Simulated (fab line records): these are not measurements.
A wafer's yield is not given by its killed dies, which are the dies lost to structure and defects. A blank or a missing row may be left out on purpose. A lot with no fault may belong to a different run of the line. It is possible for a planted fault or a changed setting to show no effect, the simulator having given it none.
fab line records -- flow n5Finfet -- part 1 of 2: steps 1 to 20 of 27
record: lots: 5, wafers: 15, lastDay: 18
route steps=1938 shown BEOL_M11@1552
lots untouched by any fault: they come from a run of this same line in which no faults occurred
startH: the number of hours between the record's first day and the start of the first shown wafer of the lot -- waitH: hours since the lot's step before -- " the same as in the row above -- L1.1+2: several wafers, shown together as one row -- - no value, or no start given -- * or withheld: withheld -- < > ~ a bound
route shown NAME@n: names a module that has steps shown in the file, with the first one's number in the route -- usual: mean and standard deviation over wafers with no fault -- same: alike in all rows -- chamber/n: place in a boat -- sites: each site's reading -- _std_site: standard deviation of those values -- _edge_site: the outer-site mean with the inner-site mean subtracted -- radiusMm: how far each site lies from the wafer's centre -- mask NAME#n: copy n -- behind: the last tool/chamber to shape the wafer -- hold: the reason the lot was held/the length of the hold in hours/how it ended -- device: the n, p or np transistor that did not switch -- end of line: at the end of the route, the tests of the same wafers -- for a step that has no rows: nothing shown but its recipe -- killed: not the wafer's yield, but the dies lost to structure and defects at the first sort -- map: the dies of a wafer, with x for killed, . for not killed, _ for no die there
set.NAME: the run value of the setting; set.NAME@STEP: its run value at that earlier step -- model.NAME: the simulator's own value behind a step, which no gauge read
lots at selected steps of the route; one table per step, one row per wafer
services: a tool's chamber out of use, with start hour (startH, from the record's first day; less than 0 if before it), hours out, and reason
== steps ==
step: N5_BEOL_M11_DESCUM_16
recipe: chemistry: O2, timeS: 7.9, sourcePowerW: 50, biasPowerW: 20, pressureMtorr: 20, rfFrequencyHz: 2.712e+07, tempC: 40, resist: CAR-ArF, o2FlowSccm: 225
usual: drypumpMotorCurrentA: 5.8/0.47, oesProductAu: 0.79/0.086, rfVppV: 242.9/1.6, showerheadPlenumPTorr: 2.07/0.088, throttleValvePct: 20.5/0.32
lot.wafer,tool,chamber,startH,waitH,drypumpMotorCurrentA,oesProductAu,rfHoursCounterH,rfVppV,showerheadPlenumPTorr,throttleValvePct
L074.2,rieDiel-05,3,269.37,0.2,5.1,0.69,231,242.6,2.08,20.3
L074.4,rieDiel-05,3,269.37,0.2,5.1,0.69,-,243.3,2.08,20.3
L074.5,rieDiel-05,2,269.37,0.2,6.0,0.73,-,246.8,2.17,20.8
L084.2,rieDiel-05,1,331.87,0.6,5.6,0.96,16,244.1,2.14,20.2
L084.3,rieDiel-05,0,331.87,0.6,5.8,0.89,43,243.2,2.03,20.3
L084.5,rieDiel-05,1,331.87,0.6,5.6,0.95,-,243.8,2.14,20.2
L082.1,rieDiel-06,1,335.37,0.1,6.4,0.71,223,241.4,2.07,20.9
L082.2,rieDiel-06,3,335.37,0.1,6.0,0.67,244,241.2,1.97,20.7
L082.5,rieDiel-06,0,335.37,0.1,5.3,0.71,-,242.2,1.91,20.7
L085.1,rieDiel-02,2,343.94,0.0,5.3,0.76,169,241.3,2.01,20.6
L085.5,rieDiel-02,3,343.94,0.0,5.2,0.82,-,244.6,2.10,20.7
L085.6,rieDiel-02,2,343.94,0.0,5.3,0.76,-,242.1,2.01,20.5
L091.3,rieDiel-05,2,395.86,0.3,6.0,0.71,207,245.0,2.15,20.9
L091.4,rieDiel-05,0,395.86,0.3,5.8,0.86,63,242.2,2.03,20.4
L091.5,rieDiel-05,1,395.86,0.3,5.7,0.90,-,245.1,2.13,20.2
step: N5_BEOL_M11_ETCH_61
recipe: chemistry: CF4, target: SiARC, targetDepthA: 390, maskMaterial: CAR-ArF, timeS: 65, ionEnergyEv: 80, pressureMtorr: 40, sourceW: 545, biasW: 36, Ar_flow_sccm: 100, cf4FlowSccm: 100, ends: cleared
usual: drypumpMotorCurrentA: 5.8/0.47, etchRfOnTimeS: 64.6/1.3, oesProductAu: 0.68/0.071, rfVppV: 183.9/1.3, showerheadPlenumPTorr: 2.12/0.085, throttleValvePct: 15.7/0.33
lot.wafer,tool,chamber,startH,waitH,drypumpMotorCurrentA,etchRfOnTimeS,oesProductAu,rfHoursCounterH,rfVppV,showerheadPlenumPTorr,throttleValvePct
L074.2,rieDiel-05,3,269.41,0.0,5.1,65.5,0.59,231,184.1,2.10,15.4
L074.4,rieDiel-05,3,269.41,0.0,5.1,65.6,0.59,-,182.0,2.10,15.4
L074.5,rieDiel-05,2,269.41,0.0,6.0,63.0,0.63,-,184.3,2.22,16.1
L084.2,rieDiel-05,1,331.91,0.0,5.6,65.5,0.80,16,184.5,2.18,15.3
L084.3,rieDiel-05,0,331.91,0.0,5.8,64.5,0.75,43,184.3,2.10,15.5
L084.5,rieDiel-05,1,331.91,0.0,5.7,66.2,0.79,-,184.6,2.18,15.3
L082.1,rieDiel-06,1,335.41,0.0,6.5,64.3,0.62,223,182.4,2.10,16.0
L082.2,rieDiel-06,3,335.41,0.0,6.0,67.5,0.56,244,183.1,2.04,16.0
L082.5,rieDiel-06,0,335.41,0.0,5.2,64.7,0.63,-,180.7,1.96,15.9
L085.1,rieDiel-02,2,343.97,0.0,5.3,64.4,0.64,169,182.6,2.05,15.7
L085.5,rieDiel-02,3,343.97,0.0,5.3,64.8,0.71,-,184.8,2.16,15.9
L085.6,rieDiel-02,2,343.97,0.0,5.3,65.4,0.64,-,183.3,2.05,15.7
L091.3,rieDiel-05,2,395.89,0.0,6.0,64.2,0.60,207,184.3,2.20,16.1
L091.4,rieDiel-05,0,395.89,0.0,5.8,65.0,0.74,63,182.0,2.09,15.6
L091.5,rieDiel-05,1,395.89,0.0,5.7,66.9,0.76,-,184.1,2.18,15.3
step: N5_BEOL_M11_ETCH_62
recipe: chemistry: N2/H2, target: SOC, targetDepthA: 1100, overetchA: 220, maskMaterial: SiARC, tempC: 40, timeS: 165, ionEnergyEv: 200, pressureMtorr: 30, sourceW: 840, biasW: 150, n2FlowSccm: 200, h2FlowSccm: 200
usual: drypumpMotorCurrentA: 5.8/0.46, oesProductAu: 0.67/0.068, rfVppV: 523.3/3, showerheadPlenumPTorr: 2.52/0.11, throttleValvePct: 17.94/0.29
lot.wafer,tool,chamber,startH,waitH,drypumpMotorCurrentA,oesProductAu,rfHoursCounterH,rfVppV,showerheadPlenumPTorr,throttleValvePct
L074.2,rieDiel-05,3,269.46,0.0,5.1,0.59,231,522.9,2.51,17.68
L074.4,rieDiel-05,3,269.46,0.0,5.2,0.60,-,523.1,2.51,17.70
L074.5,rieDiel-05,2,269.46,0.0,6.0,0.62,-,525.0,2.65,18.36
L084.2,rieDiel-05,1,331.96,0.0,5.6,0.79,16,525.3,2.61,17.69
L084.3,rieDiel-05,0,331.96,0.0,5.8,0.74,43,522.0,2.47,17.77
L084.5,rieDiel-05,1,331.96,0.0,5.6,0.79,-,525.2,2.61,17.69
L082.1,rieDiel-06,1,335.46,0.0,6.5,0.61,223,523.1,2.50,18.19
L082.2,rieDiel-06,3,335.46,0.0,6.0,0.58,244,520.6,2.38,18.08
L082.5,rieDiel-06,0,335.46,0.0,5.2,0.62,-,519.1,2.33,18.12
L085.1,rieDiel-02,2,344.02,0.0,5.3,0.64,169,521.1,2.43,17.86
L085.5,rieDiel-02,3,344.02,0.0,5.2,0.70,-,524.5,2.57,18.22
L085.6,rieDiel-02,2,344.02,0.0,5.3,0.63,-,521.8,2.43,17.88
L091.3,rieDiel-05,2,395.94,0.0,6.0,0.60,207,526.2,2.64,18.41
L091.4,rieDiel-05,0,395.94,0.0,5.8,0.72,63,520.7,2.46,17.81
L091.5,rieDiel-05,1,395.94,0.0,5.6,0.76,-,525.1,2.60,17.73
step: N5_BEOL_M11_STRIP_68
recipe: chemistry: N2/H2, tempC: 40, n2FlowSccm: 200, h2FlowSccm: 200, rfFrequencyHz: 6e+07
lot.wafer,tool,chamber,startH,waitH
L074.2+4+5,rieDiel-05,"3,3,2",269.59,0.1
L084.2+3+5,rieDiel-05,"1,0,1",332.09,0.1
L082.1+2+5,rieDiel-06,"1,3,0",335.59,0.1
L085.1+5+6,rieDiel-02,"2,3,2",344.16,0.1
L091.3+4+5,rieDiel-05,"2,0,1",396.08,0.1
step: N5_BEOL_M11_STRIP_67
recipe: chemistry: CF4, resist: SiARC, powerW: 300, biasPowerW: 75, pressureMtorr: 50, cf4FlowSccm: 150, rfFrequencyHz: 6e+07
usual: drypumpMotorCurrentA: 5.8/0.46, oesProductAu: 0.80/0.081, rfVppV: 270.8/1.7, showerheadPlenumPTorr: 1.78/0.07, throttleValvePct: 13.6/0.34
lot.wafer,tool,chamber,startH,waitH,drypumpMotorCurrentA,oesProductAu,rfHoursCounterH,rfVppV,showerheadPlenumPTorr,throttleValvePct
L074.2,rieDiel-05,3,269.60,0.0,5.2,0.70,231,271.8,1.76,13.4
L074.4,rieDiel-05,3,269.60,0.0,5.2,0.70,-,270.2,1.76,13.5
L074.5,rieDiel-05,2,269.60,0.0,6.0,0.73,-,271.2,1.85,14.0
L084.2,rieDiel-05,1,332.10,0.0,5.6,0.93,16,272.7,1.82,13.2
L084.3,rieDiel-05,0,332.10,0.0,5.8,0.88,43,271.2,1.76,13.4
L084.5,rieDiel-05,1,332.10,0.0,5.6,0.94,-,274.4,1.82,13.2
L082.1,rieDiel-06,1,335.60,0.0,6.5,0.72,223,270.5,1.76,14.0
L082.2,rieDiel-06,3,335.60,0.0,6.0,0.68,244,268.3,1.70,14.0
L082.5,rieDiel-06,0,335.60,0.0,5.2,0.72,-,269.3,1.65,13.9
L085.1,rieDiel-02,2,344.17,0.0,5.3,0.75,169,271.0,1.71,13.6
L085.5,rieDiel-02,3,344.17,0.0,5.2,0.83,-,271.7,1.81,13.8
L085.6,rieDiel-02,2,344.17,0.0,5.2,0.75,-,269.3,1.71,13.6
L091.3,rieDiel-05,2,396.09,0.0,6.0,0.71,208,271.7,1.84,14.1
L091.4,rieDiel-05,0,396.09,0.0,5.8,0.85,63,269.2,1.75,13.5
L091.5,rieDiel-05,1,396.09,0.0,5.6,0.90,-,272.5,1.82,13.2
step: N5_BEOL_M11_HM_OPEN_17
recipe: chemistry: Cl2/BCl3, targetDepthA: 200, overetchA: 60, target: TiN, maskMaterial: SOC, ionEnergyEv: 150, pressureMtorr: 10, icpW: 1000, biasW: 126, Cl2_flow_sccm: 53.25, bcl3FlowSccm: 21.75, Ar_flow_sccm: 25
usual: drypumpMotorCurrentA: 5.2/0.35, mfcCl2Sccm: 53.25/0.15, oesProductAu: 0.71/0.041, throttleValvePct: 22.19/0.23
lot.wafer,tool,chamber,startH,waitH,drypumpMotorCurrentA,mfcCl2Sccm,oesProductAu,rfHoursCounterH,throttleValvePct
L074.2,rieMetal-03,1,269.64,0.0,5.4,53.10,0.66,38,22.19
L074.4,rieMetal-03,1,269.64,0.0,5.4,53.14,0.66,-,22.20
L074.5,rieMetal-03,1,269.64,0.0,5.4,52.98,0.66,-,22.21
L084.2,rieMetal-03,1,332.15,0.0,5.4,53.34,0.64,45,22.22
L084.3,rieMetal-03,1,332.15,0.0,5.4,53.36,0.65,-,22.21
L084.5,rieMetal-03,1,332.15,0.0,5.4,53.18,0.65,-,22.21
L082.1,rieMetal-02,0,335.64,0.0,5.9,53.40,0.65,44,21.68
L082.2,rieMetal-02,1,335.64,0.0,5.1,53.31,0.70,25,22.18
L082.5,rieMetal-02,1,335.64,0.0,5.1,53.28,0.71,-,22.16
L085.1,rieMetal-03,0,344.21,0.0,5.0,53.11,0.70,27,21.95
L085.5,rieMetal-03,1,344.21,0.0,5.4,53.13,0.65,-,22.21
L085.6,rieMetal-03,0,344.21,0.0,5.0,53.53,0.69,-,21.96
L091.3,rieMetal-01,0,396.16,0.1,4.8,53.31,0.73,-,22.28
L091.4,rieMetal-01,1,396.16,0.1,5.6,53.10,0.73,-,22.51
L091.5,rieMetal-01,1,396.16,0.1,5.6,52.99,0.73,-,22.52
step: N5_BEOL_M11_STRIP_19
recipe: chemistry: O2, powerW: 400, tempC: 40, pressureMtorr: 30, rfFrequencyHz: 6e+07, biasPowerW: 0, overashFraction: 0.2, o2FlowSccm: 225
usual: drypumpMotorCurrentA: 5.8/0.48, oesProductAu: 0.79/0.095, rfVppV: 3.6/0.54, showerheadPlenumPTorr: 2.07/0.091, throttleValvePct: 16.8/0.33
lot.wafer,tool,chamber,startH,waitH,drypumpMotorCurrentA,oesProductAu,rfHoursCounterH,rfVppV,showerheadPlenumPTorr,throttleValvePct
L074.2,rieDiel-05,2,269.79,0.1,6.0,0.73,169,3.4,2.17,17.1
L074.4,rieDiel-05,0,269.79,0.1,5.8,0.92,-,3.1,2.04,16.5
L074.5,rieDiel-05,2,269.79,0.1,6.0,0.73,-,4.1,2.17,17.1
L084.2,rieDiel-06,0,332.26,0.1,5.2,0.72,174,3.6,1.92,17.0
L084.3,rieDiel-06,1,332.26,0.1,6.5,0.72,222,3.1,2.07,17.1
L084.5,rieDiel-06,0,332.26,0.1,5.2,0.73,-,3.0,1.91,17.0
L082.1,rieDiel-02,1,335.80,0.1,6.6,0.82,73,4.6,2.22,16.6
L082.2,rieDiel-02,3,335.80,0.1,5.3,0.84,86,3.9,2.10,16.9
L082.5,rieDiel-02,3,335.80,0.1,5.2,0.84,-,3.1,2.10,16.9
L085.1,rieDiel-05,0,344.32,0.1,5.8,0.89,47,4.0,2.04,16.5
L085.5,rieDiel-05,3,344.32,0.1,5.2,1.01,-,3.1,2.08,16.2
L085.6,rieDiel-05,0,344.32,0.1,5.8,0.88,-,4.6,2.04,16.5
L091.3,rieDiel-02,0,396.28,0.1,6.1,0.85,47,3.9,2.12,16.0
L091.4,rieDiel-02,3,396.28,0.1,5.3,0.81,104,4.3,2.10,16.9
L091.5,rieDiel-02,0,396.28,0.1,6.1,0.86,-,4.0,2.12,16.0
step: N5_BEOL_M11_CD_MEAS_18
recipe: pitchNm: 140, targetCdNm: 70
usual: cdNm: 70.0/0.64
lot.wafer,tool,chamber,startH,waitH,cdNm
L074.2,cdSem-02,-,269.87,0.1,70.5
L074.4,cdSem-02,-,269.87,0.1,69.9
L074.5,cdSem-02,-,269.87,0.1,69.8
L084.2,cdSem-03,-,332.33,0.1,69.7
L084.3,cdSem-03,-,332.33,0.1,69.6
L084.5,cdSem-03,-,332.33,0.1,68.9
L082.1,cdSem-01,-,335.87,0.0,71.0
L082.2,cdSem-01,-,335.87,0.0,70.3
L082.5,cdSem-01,-,335.87,0.0,70.2
L085.1,cdSem-01,-,344.39,0.0,69.6
L085.5,cdSem-01,-,344.39,0.0,70.2
L085.6,cdSem-01,-,344.39,0.0,70.0
L091.3,cdSem-01,-,396.36,0.1,69.8
L091.4,cdSem-01,-,396.36,0.1,69.2
L091.5,cdSem-01,-,396.36,0.1,70.3
step: N5_BEOL_M11_COAT_63
recipe: resist: SOC, tempC: 250, timeS: 60, spinRpm: 1500, resistThkNm: 100
lot.wafer,tool,chamber,startH,waitH
L074.2+4+5,lithoTrack-03,0,270.75,0.9
L084.2+3+5,lithoTrack-02,0,333.48,1.1
L082.1+2+5,lithoTrack-02,0,336.58,0.7
L085.1+5+6,lithoTrack-02,0,347.25,2.9
L091.3+4+5,lithoTrack-04,0,396.50,0.1
step: N5_BEOL_M11_COAT_64
recipe: resist: SiARC, tempC: 220, timeS: 60, spinRpm: 1500, resistThkNm: 30
lot.wafer,tool,chamber,startH,waitH
L074.2+4+5,lithoTrack-03,0,-,-
L084.2+3+5,lithoTrack-02,0,-,-
L082.1+2+5,lithoTrack-02,0,-,-
L085.1+5+6,lithoTrack-02,0,-,-
L091.3+4+5,lithoTrack-04,0,-,-
step: N5_BEOL_M11_COAT_22
recipe: resist: CAR-ArF, spinRpm: 1500, resistThkNm: 90
lot.wafer,tool,chamber,startH,waitH
L074.2+4+5,lithoTrack-03,0,-,-
L084.2+3+5,lithoTrack-02,0,-,-
L082.1+2+5,lithoTrack-02,0,-,-
L085.1+5+6,lithoTrack-02,0,-,-
L091.3+4+5,lithoTrack-04,0,-,-
step: N5_BEOL_M11_EBR_24
recipe: solvent: PGMEA, ebrWidthMm: 1.5
lot.wafer,tool,chamber,startH,waitH
L074.2+4+5,lithoTrack-03,0,-,-
L084.2+3+5,lithoTrack-02,0,-,-
L082.1+2+5,lithoTrack-02,0,-,-
L085.1+5+6,lithoTrack-02,0,-,-
L091.3+4+5,lithoTrack-04,0,-,-
step: N5_BEOL_M11_SOFTBAKE_23
recipe: tempC: 110, timeS: 60, resist: CAR-ArF
lot.wafer,tool,chamber,startH,waitH
L074.2+4+5,lithoTrack-03,0,-,-
L084.2+3+5,lithoTrack-02,0,-,-
L082.1+2+5,lithoTrack-02,0,-,-
L085.1+5+6,lithoTrack-02,0,-,-
L091.3+4+5,lithoTrack-04,0,-,-
step: N5_BEOL_M11_EXPOSE_25
recipe: maskId: V10, na: 1.35, sourceShape: annular, sigmaInner: 0.5, sigmaOuter: 0.8, polarization: unpolarized, doseMj: 85.5
same: na: 1.35
lot.wafer,tool,chamber,startH,waitH,mask
L074.2+4+5,arfiScanner-03,0,271.00,-,V10#0
L084.2+3+5,arfiScanner-02,0,333.60,-,V10#0
L082.1+2+5,arfiScanner-02,0,336.70,-,V10#0
L085.1+5+6,arfiScanner-03,0,347.49,-,V10#0
L091.3+4+5,arfiScanner-03,0,396.75,-,V10#0
step: N5_BEOL_M11_PEB_26
recipe: pebTempC: withheld, pebTimeS: 60, resist: CAR-ArF
lot.wafer,tool,chamber,startH,waitH
L074.2+4+5,lithoTrack-02,0,271.06,0.1
L084.2+3+5,lithoTrack-02,0,333.66,0.1
L082.1+2+5,lithoTrack-04,0,336.76,0.1
L085.1+5+6,lithoTrack-03,0,347.56,0.1
L091.3+4+5,lithoTrack-03,0,396.81,0.0
step: N5_BEOL_M11_DEVELOP_27
recipe: developTimeS: 30, developer: TMAH, resist: CAR-ArF, rinseLiquid: diw, dry: airSpin, devTempC: 23
usual: developerTempC: 23.02/0.11
lot.wafer,tool,chamber,startH,waitH,developerTempC
L074.2,lithoTrack-02,0,-,-,23.16
L074.4,lithoTrack-02,0,-,-,22.94
L074.5,lithoTrack-02,0,-,-,23.07
L084.2,lithoTrack-02,0,-,-,22.92
L084.3,lithoTrack-02,0,-,-,23.11
L084.5,lithoTrack-02,0,-,-,23.01
L082.1,lithoTrack-04,0,-,-,23.09
L082.2,lithoTrack-04,0,-,-,23.05
L082.5,lithoTrack-04,0,-,-,23.26
L085.1,lithoTrack-03,0,-,-,23.13
L085.5,lithoTrack-03,0,-,-,23.12
L085.6,lithoTrack-03,0,-,-,23.04
L091.3,lithoTrack-03,0,-,-,22.99
L091.4,lithoTrack-03,0,-,-,22.96
L091.5,lithoTrack-03,0,-,-,23.04
step: N5_BEOL_M11_CD_MEAS_28
recipe: targetCdNm: 70, landingEnergyEv: 500, detector: seInlens, polarity: opening
usual: cdNm: 70.2/0.87
lot.wafer,tool,chamber,startH,waitH,cdNm
L074.2,cdSem-03,0,271.13,-,70.0
L074.4,cdSem-03,0,271.13,-,69.9
L074.5,cdSem-03,0,271.13,-,71.3
L084.2,cdSem-01,0,333.73,-,69.2
L084.3,cdSem-01,0,333.73,-,69.6
L084.5,cdSem-01,0,333.73,-,70.0
L082.1,cdSem-02,0,336.83,-,70.1
L082.2,cdSem-02,0,336.83,-,69.8
L082.5,cdSem-02,0,336.83,-,69.5
L085.1,cdSem-01,0,347.62,-,70.6
L085.5,cdSem-01,0,347.62,-,69.1
L085.6,cdSem-01,0,347.62,-,70.7
L091.3,cdSem-01,0,396.88,-,71.3
L091.4,cdSem-01,0,396.88,-,71.8
L091.5,cdSem-01,0,396.88,-,70.9
step: N5_BEOL_M11_OVL_MEAS_29
recipe: pointsPerWafer: 44
usual: V10_OVL: 0.4/0.79
lot.wafer,tool,chamber,startH,waitH,V10_OVL[nm]
L074.2,overlay-01,0,271.16,0.0,-0.8
L074.4,overlay-01,0,271.16,0.0,-0.2
L074.5,overlay-01,0,271.16,0.0,-0.8
L084.2,overlay-01,0,333.76,0.0,0.4
L084.3,overlay-01,0,333.76,0.0,0.1
L084.5,overlay-01,0,333.76,0.0,0.0
L082.1,overlay-01,0,336.86,0.0,1.5
L082.2,overlay-01,0,336.86,0.0,0.5
L082.5,overlay-01,0,336.86,0.0,1.6
L085.1,overlay-01,0,347.65,0.0,1.1
L085.5,overlay-01,0,347.65,0.0,1.2
L085.6,overlay-01,0,347.65,0.0,0.4
L091.3,overlay-02,0,396.91,0.0,1.5
L091.4,overlay-02,0,396.91,0.0,0.5
L091.5,overlay-02,0,396.91,0.0,1.8
step: N5_BEOL_M11_INSPECT_30
recipe: mode: adi, inspectInstrument: brightfield
usual: rawDefectCount: 422/100
lot.wafer,tool,chamber,startH,waitH,rawDefectCount
L074.2,defectInspect-02,-,271.18,0.0,369
L074.4,defectInspect-02,-,271.18,0.0,430
L074.5,defectInspect-02,-,271.18,0.0,444
L084.2,defectInspect-02,-,333.78,0.0,337
L084.3,defectInspect-02,-,333.78,0.0,366
L084.5,defectInspect-02,-,333.78,0.0,385
L082.1,defectInspect-02,-,336.88,0.0,417
L082.2,defectInspect-02,-,336.88,0.0,437
L082.5,defectInspect-02,-,336.88,0.0,473
L085.1,defectInspect-02,-,347.68,0.0,433
L085.5,defectInspect-02,-,347.68,0.0,514
L085.6,defectInspect-02,-,347.68,0.0,330
L091.3,defectInspect-01,-,396.93,0.0,364
L091.4,defectInspect-01,-,396.93,0.0,298
L091.5,defectInspect-01,-,396.93,0.0,359
step: N5_BEOL_M11_DESCUM_33
recipe: chemistry: O2, timeS: 7.9, sourcePowerW: 50, biasPowerW: 20, pressureMtorr: 20, rfFrequencyHz: 2.712e+07, tempC: 40, resist: CAR-ArF, o2FlowSccm: 225
usual: drypumpMotorCurrentA: 5.8/0.48, oesProductAu: 0.80/0.086, rfVppV: 242.8/1.7, showerheadPlenumPTorr: 2.07/0.084, throttleValvePct: 20.5/0.32
lot.wafer,tool,chamber,startH,waitH,drypumpMotorCurrentA,oesProductAu,rfHoursCounterH,rfVppV,showerheadPlenumPTorr,throttleValvePct
L074.2,rieDiel-06,2,271.29,0.1,6.1,0.87,42,242.4,2.13,20.6
L074.4,rieDiel-06,2,271.29,0.1,6.1,0.87,-,244.6,2.13,20.6
L074.5,rieDiel-06,1,271.29,0.1,6.4,0.73,-,243.0,2.08,20.8
L084.2,rieDiel-06,3,333.82,0.0,6.0,0.67,243,241.4,1.97,20.7
L084.3,rieDiel-06,1,333.82,0.0,6.5,0.72,222,241.5,2.07,20.8
L084.5,rieDiel-06,1,333.82,0.0,6.5,0.72,-,243.9,2.07,20.9
L082.1,rieDiel-06,3,336.92,0.0,6.0,0.68,245,240.6,1.97,20.7
L082.2,rieDiel-06,1,336.92,0.0,6.5,0.71,223,242.8,2.07,20.9
L082.5,rieDiel-06,3,336.92,0.0,6.0,0.68,-,241.5,1.97,20.7
L085.1,rieDiel-06,0,347.71,0.0,5.2,0.71,179,239.8,1.91,20.8
L085.5,rieDiel-06,1,347.71,0.0,6.5,0.71,-,243.0,2.07,20.9
L085.6,rieDiel-06,2,347.71,0.0,6.1,0.84,-,242.9,2.12,20.6
L091.3,rieDiel-05,0,397.17,0.2,5.8,0.86,64,243.2,2.03,20.4
L091.4,rieDiel-05,2,397.17,0.2,6.0,0.71,208,244.2,2.15,20.9
L091.5,rieDiel-05,0,397.17,0.2,5.8,0.85,-,242.8,2.03,20.4
